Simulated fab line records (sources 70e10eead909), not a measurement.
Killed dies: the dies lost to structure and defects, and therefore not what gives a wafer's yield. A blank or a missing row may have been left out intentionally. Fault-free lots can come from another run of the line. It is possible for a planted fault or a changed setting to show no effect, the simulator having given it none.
Matching of chambers || flow nand-harc || pecvd-02 running NHARC_P_M2_DEP_33: 3 sister chambers
The step deposits SiCN, target thk 30 nm. 6 wafers are shown with their chamber, then 12 later ones without.

## EACH WAFER AND ITS CHAMBER
{"wafer": "L080.6", "chamber": 0, "heater-power-outer-w (W)": 367, "heater-power-w (W)": 608}
{"wafer": "L090.1", "chamber": 1, "heater-power-outer-w (W)": 309, "heater-power-w (W)": 509}
{"wafer": "L090.5", "chamber": 2, "heater-power-outer-w (W)": 399, "heater-power-w (W)": 626}
{"wafer": "L092.1", "chamber": 1, "heater-power-outer-w (W)": 291, "heater-power-w (W)": 480}
{"wafer": "L092.2", "chamber": 0, "heater-power-outer-w (W)": 333, "heater-power-w (W)": 581}
{"wafer": "L092.3", "chamber": 2, "heater-power-outer-w (W)": 405, "heater-power-w (W)": 639}

## WAFERS WITHOUT THEIR CHAMBER
{"wafer": "L093.1", "heater-power-outer-w (W)": 251, "heater-power-w (W)": 406}
{"wafer": "L093.4", "heater-power-outer-w (W)": 397, "heater-power-w (W)": 650}
{"wafer": "L093.5", "heater-power-outer-w (W)": 364, "heater-power-w (W)": 617}
{"wafer": "L095.1", "heater-power-outer-w (W)": 371, "heater-power-w (W)": 618}
{"wafer": "L095.3", "heater-power-outer-w (W)": 247, "heater-power-w (W)": 422}
{"wafer": "L095.5", "heater-power-outer-w (W)": 251, "heater-power-w (W)": 424}
{"wafer": "L096.3", "heater-power-outer-w (W)": 382, "heater-power-w (W)": 612}
{"wafer": "L096.4", "heater-power-outer-w (W)": 289, "heater-power-w (W)": 519}
{"wafer": "L096.5", "heater-power-outer-w (W)": 376, "heater-power-w (W)": 633}
{"wafer": "L097.1", "heater-power-outer-w (W)": 384, "heater-power-w (W)": 607}
{"wafer": "L097.4", "heater-power-outer-w (W)": 306, "heater-power-w (W)": 491}
{"wafer": "L097.5", "heater-power-outer-w (W)": 322, "heater-power-w (W)": 552}

## WHICH CHAMBER EACH WENT THROUGH
{"wafer": "L093.1", "from the rows above": 1, "in truth": 1}
{"wafer": "L093.4", "from the rows above": 2, "in truth": 2}
{"wafer": "L093.5", "from the rows above": "can't be placed: 0 or 2", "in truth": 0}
{"wafer": "L095.1", "from the rows above": "can't be placed: 0 or 2", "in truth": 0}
{"wafer": "L095.3", "from the rows above": 1, "in truth": 1}
{"wafer": "L095.5", "from the rows above": 1, "in truth": 1}
{"wafer": "L096.3", "from the rows above": "can't be placed: 2 or 0", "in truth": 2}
{"wafer": "L096.4", "from the rows above": 1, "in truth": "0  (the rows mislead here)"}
{"wafer": "L096.5", "from the rows above": "can't be placed: 2 or 0", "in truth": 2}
{"wafer": "L097.1", "from the rows above": "can't be placed: 2 or 0", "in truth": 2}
{"wafer": "L097.4", "from the rows above": 1, "in truth": 1}
{"wafer": "L097.5", "from the rows above": "can't be placed: 0 or 1", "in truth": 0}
Correctly placed: 5 of 12. These rows do not allow placing 6 (true chamber among the candidates in 6). Placed wrongly: 1.
How it was worked out, from the rows above alone: a wafer's distance from a chamber is the root of the sum, over the readings, of the square of ((its reading less the chamber's mean) divided by the reading's scatter). The wafer belongs to the nearest chamber; if the next one is less than 2 further off, it can't be placed. For every chamber, the mean is computed from those of its wafers that are shown. The scatter is the square root of a quotient: the sum, over the shown wafers, of each reading's squared deviation from its chamber's mean, divided by wafers minus chambers.
